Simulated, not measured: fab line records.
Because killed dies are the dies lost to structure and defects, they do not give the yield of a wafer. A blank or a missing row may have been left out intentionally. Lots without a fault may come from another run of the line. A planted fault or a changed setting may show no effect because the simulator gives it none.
Matching of chambers -- flow n5-finfet -- N5_BEOL_M6_ETCH_65 on rie-diel-02 has 4 sister chambers
The step etches SiARC in CF4, target depth 15.6 nm, time 26 s. 16 wafers are shown with their chamber, then 8 later ones without.

## WAFERS PAIRED WITH THEIR CHAMBERS
wafer,chamber,drypump-motor-current-A (A),showerhead-plenum-p-Torr (Torr),throttle-valve-pct (%)
L074.2,0,5.8,2.04,15.61
L074.3,3,5.7,2.19,15.18
L074.6,0,5.8,2.04,15.61
L082.1,1,5.2,2.16,15.49
L082.2,2,6.2,2.23,15.38
L082.4,0,5.8,2.04,15.65
L084.3,2,6.2,2.23,15.36
L084.4,3,5.7,2.18,15.22
L084.6,0,5.8,2.03,15.64
L083.1,2,6.2,2.23,15.38
L083.3,1,5.2,2.16,15.51
L083.5,1,5.2,2.16,15.48
L086.1,2,6.2,2.23,15.39
L086.3,0,5.8,2.03,15.67
L086.4,1,5.3,2.16,15.51
L094.3,1,5.2,2.15,15.55

SIGNATURES, as means of the wafers listed above
reading,chamber 0,chamber 1,chamber 2,chamber 3,scatter within a chamber
drypump-motor-current-A,5.800,5.220,6.200,5.700,0.0258
showerhead-plenum-p-Torr,2.0360,2.1580,2.2300,2.1850,0.00456
throttle-valve-pct,15.6360,15.5080,15.3775,15.2000,0.0239
Rule: a wafer's distance from a chamber is the root of the sum, over the readings, of the square of ((its reading less the chamber's mean) divided by the reading's scatter). The wafer belongs to the nearest chamber; if the next one is less than 2 further off, it can't be placed. The scatter is the square root of a quotient: the sum, over the shown wafers, of each reading's squared deviation from its chamber's mean, divided by wafers minus chambers.

## WAFERS WITH NO CHAMBER GIVEN
wafer,drypump-motor-current-A (A),showerhead-plenum-p-Torr (Torr),throttle-valve-pct (%)
L094.5,6.2,2.22,15.44
L094.6,5.2,2.15,15.54
L097.1,5.7,2.17,15.29
L097.3,6.2,2.22,15.45
L097.6,5.7,2.17,15.29
L096.1,6.2,2.22,15.44
L096.4,5.2,2.15,15.56
L096.5,6.2,2.22,15.46

## CHAMBER TAKEN BY EACH
wafer,from the rows above,in truth
L094.5,2,2
L094.6,1,1
L097.1,3,3
L097.3,2,2
L097.6,3,3
L096.1,2,2
L096.4,1,1
L096.5,2,2
Correctly placed: 8 of 8. Left unplaced by these rows: 0. Wrongly placed: 0.
